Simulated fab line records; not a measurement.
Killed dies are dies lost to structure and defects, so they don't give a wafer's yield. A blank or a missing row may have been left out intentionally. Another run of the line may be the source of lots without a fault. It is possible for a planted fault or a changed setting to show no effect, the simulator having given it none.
Matching of chambers    flow n5 finfet    rie diel-01 running N5_BEOL_M11_STRIP_19: 4 sister chambers
The step strips in O2. 20 wafers are shown with their chamber, then 10 later ones without.

== WAFERS, EACH WITH ITS CHAMBER ==
wafer   chamber  showerhead plenum p Torr (Torr)  drypump motor current A (A)  throttle valve pct (%)
L076.2  1        2.16                             5.8                          16.69
L076.3  3        2.11                             5.8                          16.68
L076.6  3        2.11                             5.8                          16.69
L074.1  2        2.22                             5.9                          16.50
L074.3  0        2.11                             6.3                          16.83
L074.5  2        2.22                             5.8                          16.51
L078.1  1        2.16                             5.8                          16.70
L078.2  3        2.11                             5.8                          16.69
L078.3  2        2.22                             5.9                          16.52
L078.4  0        2.10                             6.3                          16.84
L078.5  3        2.11                             5.8                          16.70
L078.6  2        2.22                             5.9                          16.54
L087.1  3        2.10                             5.9                          16.75
L087.2  2        2.22                             5.8                          16.55
L087.3  1        2.15                             5.8                          16.74
L087.4  0        2.10                             6.3                          16.86
L087.5  2        2.22                             5.8                          16.55
L087.6  1        2.15                             5.8                          16.75
L091.1  3        2.10                             5.8                          16.74
L091.4  1        2.15                             5.8                          16.76

SIGNATURES (means of the wafers above)
reading                   chamber 0  chamber 1  chamber 2  chamber 3  scatter within a chamber
showerhead plenum p Torr  2.1033     2.1540     2.2200     2.1067     0.00447
drypump motor current A   6.300      5.800      5.850      5.817      0.0382
throttle valve pct        16.8433    16.7280    16.5283    16.7083    0.0261
Rule: for a wafer and a chamber, the distance is found by dividing, reading by reading, the gap between the wafer's reading and the chamber's mean by the reading's scatter, squaring, summing and taking the root. The wafer belongs to the nearest chamber; if the next one is less than 2 further off, it can't be placed. How the scatter is found: for the shown wafers, subtract from each reading the mean of its chamber, square and add these, divide the total by (wafers less chambers), then take the root.

== WAFERS WITHOUT THEIR CHAMBER ==
wafer   showerhead plenum p Torr (Torr)  drypump motor current A (A)  throttle valve pct (%)
L091.6  2.15                             5.8                          16.77
L088.3  2.15                             5.8                          16.77
L088.5  2.10                             5.8                          16.74
L088.6  2.21                             5.8                          16.58
L092.2  2.21                             5.9                          16.57
L092.3  2.10                             6.3                          16.88
L092.6  2.15                             5.8                          16.75
L093.1  2.09                             6.3                          16.88
L093.3  2.21                             5.8                          16.57
L093.5  2.09                             6.3                          16.89

== WHICH CHAMBER EACH ONE RAN IN ==
wafer   from the rows above  in truth
L091.6  1                    1
L088.3  1                    1
L088.5  3                    3
L088.6  2                    2
L092.2  2                    2
L092.3  0                    0
L092.6  1                    1
L093.1  0                    0
L093.3  2                    2
L093.5  0                    0
Correct placement for 10 of the 10. Number that these rows cannot place: 0. 0 placed wrongly.
